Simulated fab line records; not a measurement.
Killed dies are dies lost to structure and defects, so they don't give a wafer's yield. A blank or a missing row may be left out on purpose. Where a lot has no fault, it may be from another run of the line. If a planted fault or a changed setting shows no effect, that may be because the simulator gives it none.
fab line records | flow n5_finfet | part 1 of 2: steps 1 to 24 of 35
record lots=5 | wafers=15 | last_day=15
route steps=1938 shown BEOL_M1@823 BEOL_M2@841
lots that met no fault: from a run of the same line without faults
start_h: hours from the record's first day to the start of the lot's first wafer shown | wait_h: time in hours since the lot's previous step | " same as the row above | L1.1+2: one row covering several wafers at once | - no value present, or no start provided | * or withheld: withheld | < > ~ a bound
route shown NAME@n: a module of which the file shows steps, and the number in the route of the first | usual: mean and standard deviation over wafers with no fault | same: alike in all rows | chamber/n: place in a boat | sites: the reading at each site | _std_site: how widely they spread, as a standard deviation | _edge_site: mean of outer sites minus mean of inner sites | radius_mm: how far each site lies from the wafer's centre | mask NAME#n: copy n | behind: tool/chamber where the wafer was last shaped | hold: why the lot was held/for how many hours/how that ended | device: which transistor (n, p or np) failed to switch | end of line: the same wafers' tests at the end of the route | where a step has no rows: the recipe by itself | killed: the dies lost at the first sort to structure and to defects; this is not the yield of the wafer | map: a wafer's dies, x killed, . not, _ none there
set.NAME: the run value of the setting; set.NAME@STEP: its run value at that earlier step | model.NAME: the simulator's own value behind a step, which no gauge read
lots at some steps of the route; a table a step, a row a wafer
services: from which hour (start_h, from the record's first day; less than 0 if before it) a tool's chamber was out of use, for how many hours, and why
## steps
# step N5_BEOL_M1_ANNEAL_89
# recipe temp_c=400 | time_s=240 | ambient=vacuum
# usual heater_power_w=788/80
lot.wafer | tool           | chamber | start_h | wait_h | heater_power_w
L076.2    | pvd_sputter-01 | -       | 141.97  | 0.0    | 852
L076.4    | "              | -       | "       | "      | 699
L076.6    | "              | -       | "       | "      | 869
L078.2    | pvd_sputter-03 | -       | 146.77  | 0.0    | 839
L078.4    | "              | -       | "       | "      | 782
L078.6    | "              | -       | "       | "      | 815
L080.1    | pvd_sputter-03 | -       | 166.86  | 0.0    | 810
L080.3    | "              | -       | "       | "      | 862
L080.6    | "              | -       | "       | "      | 861
L085.1    | pvd_sputter-02 | -       | 201.81  | 0.0    | 798
L085.4    | "              | -       | "       | "      | 714
L085.5    | "              | -       | "       | "      | 698
L089.2    | pvd_sputter-02 | -       | 216.10  | 0.0    | 730
L089.5    | "              | -       | "       | "      | 778
L089.6    | "              | -       | "       | "      | 966
# step N5_BEOL_M1_SPUTTER_90
# recipe material=Cu | target_thk_a=45 | temp_c=-20 | chamber_pressure_pa=0.07 | power_w=withheld | time_s=8.29
# usual chuck_sensor_temp_C=-16.1/0.48 | throttle_valve_pct=30.1/0.63
lot.wafer | tool           | chamber | start_h | wait_h | chuck_sensor_temp_C | throttle_valve_pct
L076.2    | pvd_sputter-01 | -       | 142.11  | 0.1    | -15.6               | 30.7
L076.4    | "              | -       | "       | "      | -17.0               | 30.4
L076.6    | "              | -       | "       | "      | -15.7               | 30.6
L078.2    | pvd_sputter-03 | -       | 146.91  | 0.1    | -16.2               | 29.3
L078.4    | "              | -       | "       | "      | -16.4               | 29.5
L078.6    | "              | -       | "       | "      | -16.4               | 29.7
L080.1    | pvd_sputter-03 | -       | 167.00  | 0.1    | -16.2               | 29.9
L080.3    | "              | -       | "       | "      | -16.0               | 29.1
L080.6    | "              | -       | "       | "      | -16.1               | 29.3
L085.1    | pvd_sputter-02 | -       | 201.95  | 0.1    | -15.9               | 30.7
L085.4    | "              | -       | "       | "      | -16.4               | 31.3
L085.5    | "              | -       | "       | "      | -15.8               | 29.1
L089.2    | pvd_sputter-02 | -       | 216.24  | 0.1    | -16.5               | 31.5
L089.5    | "              | -       | "       | "      | -15.9               | 30.6
L089.6    | "              | -       | "       | "      | -16.2               | 29.4
# step N5_BEOL_M1_ANNEAL_91
# recipe temp_c=400 | time_s=240 | ambient=vacuum
# usual heater_power_w=790/80
lot.wafer | tool           | chamber | start_h | wait_h | heater_power_w
L076.2    | pvd_sputter-01 | -       | 142.19  | 0.0    | 875
L076.4    | "              | -       | "       | "      | 708
L076.6    | "              | -       | "       | "      | 884
L078.2    | pvd_sputter-03 | -       | 146.99  | 0.0    | 844
L078.4    | "              | -       | "       | "      | 818
L078.6    | "              | -       | "       | "      | 823
L080.1    | pvd_sputter-03 | -       | 167.08  | 0.0    | 820
L080.3    | "              | -       | "       | "      | 878
L080.6    | "              | -       | "       | "      | 855
L085.1    | pvd_sputter-02 | -       | 202.03  | 0.0    | 786
L085.4    | "              | -       | "       | "      | 733
L085.5    | "              | -       | "       | "      | 698
L089.2    | pvd_sputter-02 | -       | 216.32  | 0.0    | 730
L089.5    | "              | -       | "       | "      | 791
L089.6    | "              | -       | "       | "      | 1013
# step N5_BEOL_M1_SPUTTER_92
# recipe material=Cu | target_thk_a=45 | temp_c=-20 | chamber_pressure_pa=0.07 | power_w=withheld | time_s=8.29
# usual chuck_sensor_temp_C=-16.1/0.49 | throttle_valve_pct=30.1/0.64
lot.wafer | tool           | chamber | start_h | wait_h | chuck_sensor_temp_C | throttle_valve_pct
L076.2    | pvd_sputter-01 | -       | 142.33  | 0.1    | -15.5               | 30.6
L076.4    | "              | -       | "       | "      | -16.9               | 30.3
L076.6    | "              | -       | "       | "      | -15.5               | 30.6
L078.2    | pvd_sputter-03 | -       | 147.13  | 0.1    | -16.0               | 29.4
L078.4    | "              | -       | "       | "      | -16.3               | 29.5
L078.6    | "              | -       | "       | "      | -16.2               | 29.6
L080.1    | pvd_sputter-03 | -       | 167.22  | 0.1    | -16.3               | 29.6
L080.3    | "              | -       | "       | "      | -16.2               | 29.1
L080.6    | "              | -       | "       | "      | -16.1               | 29.2
L085.1    | pvd_sputter-02 | -       | 202.17  | 0.1    | -15.8               | 30.8
L085.4    | "              | -       | "       | "      | -16.6               | 31.3
L085.5    | "              | -       | "       | "      | -15.9               | 29.2
L089.2    | pvd_sputter-02 | -       | 216.46  | 0.1    | -16.5               | 31.2
L089.5    | "              | -       | "       | "      | -15.7               | 30.5
L089.6    | "              | -       | "       | "      | -16.3               | 29.4
# step N5_BEOL_M1_ANNEAL_93
# recipe temp_c=400 | time_s=240 | ambient=vacuum
# usual heater_power_w=788/82
lot.wafer | tool           | chamber | start_h | wait_h | heater_power_w
L076.2    | pvd_sputter-01 | -       | 142.41  | 0.0    | 873
L076.4    | "              | -       | "       | "      | 686
L076.6    | "              | -       | "       | "      | 888
L078.2    | pvd_sputter-03 | -       | 147.21  | 0.0    | 880
L078.4    | "              | -       | "       | "      | 837
L078.6    | "              | -       | "       | "      | 795
L080.1    | pvd_sputter-03 | -       | 167.30  | 0.0    | 811
L080.3    | "              | -       | "       | "      | 865
L080.6    | "              | -       | "       | "      | 858
L085.1    | pvd_sputter-02 | -       | 202.25  | 0.0    | 782
L085.4    | "              | -       | "       | "      | 728
L085.5    | "              | -       | "       | "      | 697
L089.2    | pvd_sputter-02 | -       | 216.54  | 0.0    | 713
L089.5    | "              | -       | "       | "      | 759
L089.6    | "              | -       | "       | "      | 986
# step N5_BEOL_M1_SPUTTER_94
# recipe material=Cu | target_thk_a=45 | temp_c=-20 | chamber_pressure_pa=0.07 | power_w=withheld | time_s=8.29
# usual chuck_sensor_temp_C=-16.1/0.48 | throttle_valve_pct=30.1/0.63
lot.wafer | tool           | chamber | start_h | wait_h | chuck_sensor_temp_C | throttle_valve_pct
L076.2    | pvd_sputter-01 | -       | 142.55  | 0.1    | -15.6               | 30.6
L076.4    | "              | -       | "       | "      | -17.0               | 29.9
L076.6    | "              | -       | "       | "      | -15.7               | 30.3
L078.2    | pvd_sputter-03 | -       | 147.35  | 0.1    | -16.1               | 29.0
L078.4    | "              | -       | "       | "      | -16.5               | 29.7
L078.6    | "              | -       | "       | "      | -16.3               | 29.7
L080.1    | pvd_sputter-03 | -       | 167.44  | 0.1    | -16.4               | 29.7
L080.3    | "              | -       | "       | "      | -16.0               | 29.3
L080.6    | "              | -       | "       | "      | -16.1               | 29.1
L085.1    | pvd_sputter-02 | -       | 202.39  | 0.1    | -15.8               | 30.9
L085.4    | "              | -       | "       | "      | -16.6               | 30.9
L085.5    | "              | -       | "       | "      | -16.0               | 29.3
L089.2    | pvd_sputter-02 | -       | 216.68  | 0.1    | -16.6               | 31.2
L089.5    | "              | -       | "       | "      | -15.9               | 30.8
L089.6    | "              | -       | "       | "      | -16.1               | 29.4
# step N5_BEOL_M1_ANNEAL_95
# recipe temp_c=400 | time_s=240 | ambient=vacuum
# usual heater_power_w=787/82
lot.wafer | tool           | chamber | start_h | wait_h | heater_power_w
L076.2    | pvd_sputter-01 | -       | 142.63  | 0.0    | 889
L076.4    | "              | -       | "       | "      | 691
L076.6    | "              | -       | "       | "      | 875
L078.2    | pvd_sputter-03 | -       | 147.43  | 0.0    | 852
L078.4    | "              | -       | "       | "      | 819
L078.6    | "              | -       | "       | "      | 811
L080.1    | pvd_sputter-03 | -       | 167.52  | 0.0    | 809
L080.3    | "              | -       | "       | "      | 853
L080.6    | "              | -       | "       | "      | 863
L085.1    | pvd_sputter-02 | -       | 202.47  | 0.0    | 782
L085.4    | "              | -       | "       | "      | 718
L085.5    | "              | -       | "       | "      | 681
L089.2    | pvd_sputter-02 | -       | 216.76  | 0.0    | 710
L089.5    | "              | -       | "       | "      | 791
L089.6    | "              | -       | "       | "      | 963
# step N5_BEOL_M1_SPUTTER_96
# recipe material=Cu | target_thk_a=45 | temp_c=-20 | chamber_pressure_pa=0.07 | power_w=withheld | time_s=8.29
# usual chuck_sensor_temp_C=-16.1/0.48 | throttle_valve_pct=30.1/0.63
lot.wafer | tool           | chamber | start_h | wait_h | chuck_sensor_temp_C | throttle_valve_pct
L076.2    | pvd_sputter-01 | -       | 142.77  | 0.1    | -15.6               | 30.5
L076.4    | "              | -       | "       | "      | -16.8               | 30.3
L076.6    | "              | -       | "       | "      | -15.7               | 30.6
L078.2    | pvd_sputter-03 | -       | 147.57  | 0.1    | -16.0               | 29.0
L078.4    | "              | -       | "       | "      | -16.1               | 29.7
L078.6    | "              | -       | "       | "      | -16.4               | 29.8
L080.1    | pvd_sputter-03 | -       | 167.66  | 0.1    | -16.4               | 29.7
L080.3    | "              | -       | "       | "      | -16.0               | 29.1
L080.6    | "              | -       | "       | "      | -16.2               | 29.0
L085.1    | pvd_sputter-02 | -       | 202.61  | 0.1    | -15.9               | 30.6
L085.4    | "              | -       | "       | "      | -16.6               | 31.5
L085.5    | "              | -       | "       | "      | -15.8               | 29.2
L089.2    | pvd_sputter-02 | -       | 216.90  | 0.1    | -16.4               | 31.0
L089.5    | "              | -       | "       | "      | -15.7               | 30.7
L089.6    | "              | -       | "       | "      | -16.2               | 29.5
# step N5_BEOL_M1_ECD_50
# recipe material=Cu | target_thk_a=3000
lot.wafer  | tool      | chamber | start_h | wait_h
L076.2+4+6 | ecd_cu-02 | 1,0,0   | 142.89  | 0.1
L078.2+4+6 | ecd_cu-02 | 0       | 147.69  | 0.1
L080.1+3+6 | ecd_cu-01 | 0,1,0   | 167.78  | 0.1
L085.1+4+5 | ecd_cu-01 | 1,0,0   | 202.73  | 0.1
L089.2+5+6 | ecd_cu-02 | 0,0,1   | 217.02  | 0.1
# step N5_BEOL_M1_ANNEAL_51
# recipe temp_c=225 | time_s=90 | ambient=N2
# usual anneal_temp_c=225.00/0.17 | anneal_temp_c_max=225.8/0.31 | wafer_temp_C_max=226.19/0.26
lot.wafer | tool          | chamber | start_h | wait_h | anneal_temp_c | anneal_temp_c_max | wafer_temp_C_max
L076.2    | rtp_anneal-01 | 0       | 143.01  | 0.1    | 225.32        | 225.8             | 226.43
L076.4    | "             | 0       | "       | "      | 225.28        | 225.8             | 226.34
L076.6    | "             | 0       | "       | "      | 225.00        | 225.6             | 226.03
L078.2    | rtp_anneal-01 | 0       | 147.81  | 0.1    | 224.88        | 225.4             | 226.13
L078.4    | "             | 0       | "       | "      | 225.15        | 225.8             | 225.81
L078.6    | "             | 0       | "       | "      | 225.00        | 225.7             | 226.13
L080.1    | rtp_anneal-02 | 0       | 167.86  | 0.1    | 224.69        | 225.8             | 226.12
L080.3    | "             | 0       | "       | "      | 224.89        | 226.0             | 225.93
L080.6    | "             | 0       | "       | "      | 224.74        | 225.6             | 226.49
L085.1    | rtp_anneal-01 | 0       | 202.81  | 0.1    | 224.87        | 225.5             | 226.37
L085.4    | "             | 0       | "       | "      | 224.77        | 225.2             | 226.16
L085.5    | "             | 0       | "       | "      | 224.70        | 225.3             | 226.00
L089.2    | rtp_anneal-01 | 0       | 217.14  | 0.1    | 225.05        | 225.8             | 225.99
L089.5    | "             | 0       | "       | "      | 225.25        | 226.0             | 226.98
L089.6    | "             | 0       | "       | "      | 224.91        | 225.6             | 226.58
# step N5_BEOL_M1_CMP_52
# recipe stop_on=SiOC | t_overpolish_s=6.8 | down_force_psi=1 | platen_rpm=50 | clearing_platen_down_force_psi=1.5 | clearing_platen_rpm=50 | post_cmp_clean=cu_alkaline | target_thk_nm=40 | clearing_platen_pad_velocity_m_s=0.99484 | pad_velocity_m_s=0.99484
# usual barrier_field_endpoint_s=24.8/0.66 | motor_current_A=6.4/0.7 | overpolish_run_s=6.799/0.0095 | time_to_endpoint_s=63/3.4
lot.wafer | tool   | chamber | start_h | wait_h | barrier_field_endpoint_s | motor_current_A | overpolish_run_s | time_to_endpoint_s
L076.2    | cmp-01 | 2       | 143.26  | 0.2    | 24.7                     | 5.5             | 6.787            | 67
L076.4    | "      | 1       | "       | "      | 24.9                     | 6.1             | 6.798            | 61
L076.6    | "      | 2       | "       | "      | 25.1                     | 5.1             | 6.786            | 65
L078.2    | cmp-01 | 3       | 148.06  | 0.2    | 23.2                     | 7.3             | 6.798            | 58
L078.4    | "      | 0       | "       | "      | 25.0                     | 5.7             | 6.793            | 64
L078.6    | "      | 3       | "       | "      | 24.2                     | 7.2             | 6.809            | 61
L080.1    | cmp-01 | 0       | 168.16  | 0.3    | 25.1                     | 6.2             | 6.812            | 65
L080.3    | "      | 2       | "       | "      | 25.5                     | 5.2             | 6.794            | 69
L080.6    | "      | 1       | "       | "      | 25.2                     | 6.5             | 6.804            | 64
L085.1    | cmp-03 | 0       | 203.15  | 0.3    | 25.2                     | 7.1             | 6.782            | 64
L085.4    | "      | 2       | "       | "      | 24.5                     | 6.8             | 6.800            | 59
L085.5    | "      | 3       | "       | "      | 23.9                     | 6.2             | 6.807            | 59
L089.2    | cmp-01 | 2       | 217.51  | 0.3    | 25.4                     | 5.3             | 6.796            | 65
L089.5    | "      | 3       | "       | "      | 24.9                     | 7.3             | 6.802            | 60
L089.6    | "      | 0       | "       | "      | 24.7                     | 5.9             | 6.797            | 62
# step N5_BEOL_M1_THK_MEAS_53
# recipe thk_meas_gauge=xrf | reads=Cu_of_BEOL_M1_ECD_50
# usual M1_THK=39.4/1.5
lot.wafer | tool          | chamber | start_h | wait_h | M1_THK[nm]
L076.2    | film_metro-02 | -       | 143.56  | -      | 37.9
L076.4    | "             | -       | "       | "      | 38.2
L076.6    | "             | -       | "       | "      | 39.9
L078.2    | film_metro-01 | -       | 148.36  | -      | 37.8
L078.4    | "             | -       | "       | "      | 39.4
L078.6    | "             | -       | "       | "      | 38.8
L080.1    | film_metro-01 | -       | 168.45  | -      | 41.1
L080.3    | "             | -       | "       | "      | 42.6
L080.6    | "             | -       | "       | "      | 41.8
L085.1    | film_metro-02 | -       | 203.40  | -      | 39.6
L085.4    | "             | -       | "       | "      | 41.2
L085.5    | "             | -       | "       | "      | 40.8
L089.2    | film_metro-01 | -       | 217.69  | -      | 39.3
L089.5    | "             | -       | "       | "      | 37.2
L089.6    | "             | -       | "       | "      | 37.3
# step N5_BEOL_M1_PRE_CLEAN_60
# recipe gas=NH3/H2 | time_s=15 | temp_c=* | rf_power_w=300
# usual heater_power_w=76/15
lot.wafer | tool      | chamber | start_h | wait_h | heater_power_w
L076.2    | cvd_co-02 | 1       | 143.60  | 0.0    | 81
L076.4    | "         | 1       | "       | "      | 82
L076.6    | "         | 0       | "       | "      | 50
L078.2    | cvd_co-01 | 2       | 148.40  | 0.0    | 87
L078.4    | "         | 2       | "       | "      | 87
L078.6    | "         | 2       | "       | "      | 88
L080.1    | cvd_co-01 | 2       | 168.49  | 0.0    | 86
L080.3    | "         | 1       | "       | "      | 68
L080.6    | "         | 0       | "       | "      | 80
L085.1    | cvd_co-02 | 2       | 203.44  | 0.0    | 87
L085.4    | "         | 0       | "       | "      | 47
L085.5    | "         | 1       | "       | "      | 80
L089.2    | cvd_co-01 | 1       | 217.72  | 0.0    | 68
L089.5    | "         | 2       | "       | "      | 89
L089.6    | "         | 0       | "       | "      | 83
# step N5_BEOL_M1_CO_CAP_55
# recipe material=Co | target_thk_a=20 | temp_c=200 | precursor=CCTBA/H2 | pressure_torr=30 | time_s=102.1
# usual heater_power_w=224/19
lot.wafer | tool      | chamber | start_h | wait_h | heater_power_w
L076.2    | cvd_co-02 | 1       | 143.64  | 0.0    | 225
L076.4    | "         | 1       | "       | "      | 230
L076.6    | "         | 0       | "       | "      | 189
L078.2    | cvd_co-01 | 2       | 148.46  | 0.0    | 239
L078.4    | "         | 2       | "       | "      | 242
L078.6    | "         | 2       | "       | "      | 235
L080.1    | cvd_co-01 | 2       | 168.53  | 0.0    | 244
L080.3    | "         | 1       | "       | "      | 213
L080.6    | "         | 0       | "       | "      | 232
L085.1    | cvd_co-02 | 2       | 203.48  | 0.0    | 239
L085.4    | "         | 0       | "       | "      | 188
L085.5    | "         | 1       | "       | "      | 232
L089.2    | cvd_co-01 | 1       | 217.76  | 0.0    | 211
L089.5    | "         | 2       | "       | "      | 239
L089.6    | "         | 0       | "       | "      | 229
# step N5_BEOL_M1_PRE_CLEAN_56
# recipe gas=NH3 | time_s=15 | temp_c=withheld | rf_power_w=300
lot.wafer  | tool     | chamber | start_h | wait_h
L076.2+4+6 | pecvd-03 | 0,2,1   | 143.73  | 0.1
L078.2+4+6 | pecvd-01 | 0,0,1   | 148.58  | 0.1
L080.1+3+6 | pecvd-04 | 0,2,1   | 168.62  | 0.1
L085.1+4+5 | pecvd-04 | 0,1,0   | 203.57  | 0.1
L089.2+5+6 | pecvd-01 | 1,2,0   | 217.86  | 0.1
# step N5_BEOL_M1_DEP_57
# recipe material=SiCN | target_thk_a=80 | temp_c=withheld | precursor=3MS/NH3 | pressure_torr=3 | rf_w=202 | time_s=14
# usual showerhead_plenum_p_Torr=3.664/0.01 | throttle_valve_pct=9.3/0.74
lot.wafer | tool     | chamber | start_h | wait_h | showerhead_plenum_p_Torr | throttle_valve_pct
L076.2    | pecvd-03 | 0       | 143.75  | 0.0    | 3.690                    | 9.4
L076.4    | "        | 2       | "       | "      | 3.670                    | 8.7
L076.6    | "        | 1       | "       | "      | 3.676                    | 9.4
L078.2    | pecvd-01 | 0       | 148.61  | 0.0    | 3.658                    | 9.2
L078.4    | "        | 0       | "       | "      | 3.654                    | 9.1
L078.6    | "        | 1       | "       | "      | 3.658                    | 10.0
L080.1    | pecvd-04 | 0       | 168.64  | 0.0    | 3.665                    | 9.2
L080.3    | "        | 2       | "       | "      | 3.674                    | 8.5
L080.6    | "        | 1       | "       | "      | 3.663                    | 10.6
L085.1    | pecvd-04 | 0       | 203.61  | 0.0    | 3.661                    | 9.3
L085.4    | "        | 1       | "       | "      | 3.664                    | 10.7
L085.5    | "        | 0       | "       | "      | 3.658                    | 9.0
L089.2    | pecvd-01 | 1       | 217.88  | 0.0    | 3.660                    | 9.8
L089.5    | "        | 2       | "       | "      | 3.665                    | 8.3
L089.6    | "        | 0       | "       | "      | 3.668                    | 9.2
# step N5_BEOL_M1_RS_MEAS_58
# recipe thk_meas_gauge=four-point-probe | reads=Co_of_BEOL_M1_CO_CAP_55+Cu_of_BEOL_M1_ECD_50+Co_of_BEOL_M1_CVD_47+TaN_of_BEOL_M1_ALD_84
# usual M1_RS=0.67/0.033
lot.wafer | tool          | chamber | start_h | wait_h | M1_RS[ohm/sq]
L076.2    | film_metro-01 | -       | 143.82  | 0.1    | 0.71
L076.4    | "             | -       | "       | "      | 0.70
L076.6    | "             | -       | "       | "      | 0.66
L078.2    | film_metro-01 | -       | 148.67  | 0.1    | 0.70
L078.4    | "             | -       | "       | "      | 0.67
L078.6    | "             | -       | "       | "      | 0.69
L080.1    | film_metro-01 | -       | 168.71  | 0.0    | 0.63
L080.3    | "             | -       | "       | "      | 0.60
L080.6    | "             | -       | "       | "      | 0.62
L085.1    | film_metro-02 | -       | 203.69  | 0.1    | 0.66
L085.4    | "             | -       | "       | "      | 0.62
L085.5    | "             | -       | "       | "      | 0.64
L089.2    | film_metro-01 | -       | 217.95  | 0.1    | 0.68
L089.5    | "             | -       | "       | "      | 0.73
L089.6    | "             | -       | "       | "      | 0.73
# step N5_BEOL_M1_INSPECT_59
# recipe inspect_instrument=darkfield | mode=post_dep
# usual raw_defect_count=67/23
lot.wafer | tool              | chamber | start_h | wait_h | raw_defect_count
L076.2    | defect_inspect-01 | -       | 143.84  | 0.0    | 62
L076.4    | "                 | -       | "       | "      | 41
L076.6    | "                 | -       | "       | "      | 47
L078.2    | defect_inspect-02 | -       | 148.70  | 0.0    | 40
L078.4    | "                 | -       | "       | "      | 80
L078.6    | "                 | -       | "       | "      | 44
L080.1    | defect_inspect-01 | -       | 168.74  | 0.0    | 116
L080.3    | "                 | -       | "       | "      | 76
L080.6    | "                 | -       | "       | "      | 70
L085.1    | defect_inspect-01 | -       | 203.72  | 0.0    | 49
L085.4    | "                 | -       | "       | "      | 40
L085.5    | "                 | -       | "       | "      | 54
L089.2    | defect_inspect-02 | -       | 217.97  | 0.0    | 90
L089.5    | "                 | -       | "       | "      | 123
L089.6    | "                 | -       | "       | "      | 83
# step N5_BEOL_M2_ILD_DEP_00
# recipe material=SiOC | target_thk_a=790 | temp_c=350 | precursor=DEMS/O2 | pressure_torr=5 | rf_w=500 | time_s=15.3
# usual heater_power_w=496/50 | showerhead_plenum_p_Torr=5.697/0.014 | throttle_valve_pct=12.4/0.82
lot.wafer | tool     | chamber | start_h | wait_h | heater_power_w | showerhead_plenum_p_Torr | throttle_valve_pct
L076.2    | pecvd-04 | 0       | 143.88  | 0.0    | 445            | 5.682                    | 12.0
L076.4    | "        | 0       | "       | "      | 442            | 5.690                    | 11.7
L076.6    | "        | 2       | "       | "      | 512            | 5.691                    | 11.6
L078.2    | pecvd-04 | 1       | 148.74  | 0.0    | 468            | 5.691                    | 13.7
L078.4    | "        | 2       | "       | "      | 501            | 5.694                    | 11.7
L078.6    | "        | 1       | "       | "      | 454            | 5.697                    | 14.0
L080.1    | pecvd-03 | 1       | 168.77  | 0.0    | 522            | 5.694                    | 12.6
L080.3    | "        | 0       | "       | "      | 526            | 5.729                    | 12.6
L080.6    | "        | 0       | "       | "      | 539            | 5.708                    | 12.9
L085.1    | pecvd-03 | 0       | 203.75  | 0.0    | 513            | 5.706                    | 12.9
L085.4    | "        | 2       | "       | "      | 502            | 5.705                    | 11.5
L085.5    | "        | 1       | "       | "      | 531            | 5.700                    | 12.8
L089.2    | pecvd-04 | 0       | 218.01  | 0.0    | 477            | 5.679                    | 11.8
L089.5    | "        | 0       | "       | "      | 492            | 5.699                    | 12.0
L089.6    | "        | 1       | "       | "      | 540            | 5.705                    | 13.7
# step N5_BEOL_M2_THK_MEAS_01
# recipe reads=SiOC_of_BEOL_M2_ILD_DEP_00
# usual M2_ILD_THK=79.1/1.1
lot.wafer | tool          | chamber | start_h | wait_h | M2_ILD_THK[nm]
L076.2    | film_metro-01 | -       | 143.95  | 0.1    | 80.0
L076.4    | "             | -       | "       | "      | 81.2
L076.6    | "             | -       | "       | "      | 79.6
L078.2    | film_metro-02 | -       | 148.80  | 0.1    | 79.0
L078.4    | "             | -       | "       | "      | 81.2
L078.6    | "             | -       | "       | "      | 80.8
L080.1    | film_metro-01 | -       | 168.84  | 0.0    | 77.6
L080.3    | "             | -       | "       | "      | 77.9
L080.6    | "             | -       | "       | "      | 79.3
L085.1    | film_metro-01 | -       | 203.82  | 0.0    | 77.0
L085.4    | "             | -       | "       | "      | 79.5
L085.5    | "             | -       | "       | "      | 79.3
L089.2    | film_metro-02 | -       | 218.10  | 0.1    | 78.5
L089.5    | "             | -       | "       | "      | 79.2
L089.6    | "             | -       | "       | "      | 78.4
# step N5_BEOL_M2_PECVD_72
# recipe material=SiO2 | target_thk_a=160 | temp_c=400 | precursor=TEOS/O2 | pressure_torr=5.5 | rf_w=450 | teos_flow_sccm=53.8 | gas=O2 | flow_sccm=3000 | time_s=18
# usual heater_power_w=724/71 | showerhead_plenum_p_Torr=8.79/0.041 | throttle_valve_pct=23.1/1.5
lot.wafer | tool     | chamber | start_h | wait_h | heater_power_w | showerhead_plenum_p_Torr | throttle_valve_pct
L076.2    | pecvd-02 | 0       | 143.99  | 0.0    | 697            | 8.76                     | 23.7
L076.4    | "        | 1       | "       | "      | 753            | 8.83                     | 23.0
L076.6    | "        | 2       | "       | "      | 637            | 8.77                     | 21.3
L078.2    | pecvd-02 | 0       | 148.84  | 0.0    | 717            | 8.74                     | 23.4
L078.4    | "        | 2       | "       | "      | 693            | 8.76                     | 21.6
L078.6    | "        | 1       | "       | "      | 862            | 8.83                     | 23.2
L080.1    | pecvd-02 | 1       | 168.88  | 0.0    | 761            | 8.82                     | 23.1
L080.3    | "        | 0       | "       | "      | 815            | 8.77                     | 23.3
L080.6    | "        | 1       | "       | "      | 741            | 8.81                     | 23.2
L085.1    | pecvd-02 | 0       | 203.86  | 0.0    | 747            | 8.77                     | 23.4
L085.4    | "        | 2       | "       | "      | 557            | 8.75                     | 21.7
L085.5    | "        | 0       | "       | "      | 750            | 8.77                     | 23.2
L089.2    | pecvd-02 | 1       | 218.13  | 0.0    | 760            | 8.80                     | 23.3
L089.5    | "        | 1       | "       | "      | 759            | 8.82                     | 23.2
L089.6    | "        | 2       | "       | "      | 674            | 8.74                     | 22.0
# step N5_BEOL_M2_HM_DEP_02
# recipe material=TiN | target_thk_a=200 | temp_c=25 | chamber_pressure_pa=0.49996
# usual throttle_valve_pct=30.1/0.73
lot.wafer | tool           | chamber | start_h | wait_h | throttle_valve_pct
L076.2    | pvd_sputter-02 | -       | 144.04  | 0.0    | 29.3
L076.4    | "              | -       | "       | "      | 30.6
L076.6    | "              | -       | "       | "      | 29.0
L078.2    | pvd_sputter-03 | -       | 149.73  | 0.9    | 30.6
L078.4    | "              | -       | "       | "      | 30.9
L078.6    | "              | -       | "       | "      | 29.5
L080.1    | pvd_sputter-01 | -       | 169.44  | 0.5    | 29.6
L080.3    | "              | -       | "       | "      | 29.9
L080.6    | "              | -       | "       | "      | 29.7
L085.1    | pvd_sputter-03 | -       | 204.47  | 0.6    | 31.0
L085.4    | "              | -       | "       | "      | 30.6
L085.5    | "              | -       | "       | "      | 31.3
L089.2    | pvd_sputter-02 | -       | 218.82  | 0.7    | 31.5
L089.5    | "              | -       | "       | "      | 29.0
L089.6    | "              | -       | "       | "      | 30.6
# step N5_BEOL_M2_COAT_61
# recipe resist=SOC | temp_c=250 | time_s=60 | spin_rpm=1500 | resist_thk_nm=60
# usual plate_temp_C=249.98/0.19
lot.wafer | tool           | chamber | start_h | wait_h | plate_temp_C
L076.2    | litho_track-04 | 0       | 144.17  | 0.1    | 249.82
L076.4    | "              | 0       | "       | "      | 250.01
L076.6    | "              | 0       | "       | "      | 249.89
L078.2    | litho_track-03 | 0       | 149.86  | 0.1    | 250.45
L078.4    | "              | 0       | "       | "      | 250.16
L078.6    | "              | 0       | "       | "      | 250.14
L080.1    | litho_track-04 | 0       | 169.56  | 0.1    | 249.77
L080.3    | "              | 0       | "       | "      | 249.94
L080.6    | "              | 0       | "       | "      | 249.69
L085.1    | litho_track-03 | 0       | 204.60  | 0.1    | 250.12
L085.4    | "              | 0       | "       | "      | 250.15
L085.5    | "              | 0       | "       | "      | 250.07
L089.2    | litho_track-02 | 0       | 218.95  | 0.1    | 250.22
L089.5    | "              | 0       | "       | "      | 250.15
L089.6    | "              | 0       | "       | "      | 249.91
# step N5_BEOL_M2_COAT_62
# recipe resist=SiARC | temp_c=220 | time_s=60 | spin_rpm=1500 | resist_thk_nm=12
# usual plate_temp_C=220.01/0.17
lot.wafer | tool           | chamber | start_h | wait_h | plate_temp_C
L076.2    | litho_track-04 | 0       | -       | -      | 219.93
L076.4    | "              | 0       | "       | "      | 219.98
L076.6    | "              | 0       | "       | "      | 220.00
L078.2    | litho_track-03 | 0       | -       | -      | 219.78
L078.4    | "              | 0       | "       | "      | 219.95
L078.6    | "              | 0       | "       | "      | 219.90
L080.1    | litho_track-04 | 0       | -       | -      | 220.13
L080.3    | "              | 0       | "       | "      | 220.01
L080.6    | "              | 0       | "       | "      | 220.14
L085.1    | litho_track-03 | 0       | -       | -      | 219.84
L085.4    | "              | 0       | "       | "      | 219.79
L085.5    | "              | 0       | "       | "      | 219.93
L089.2    | litho_track-02 | 0       | -       | -      | 220.22
L089.5    | "              | 0       | "       | "      | 220.25
L089.6    | "              | 0       | "       | "      | 220.15
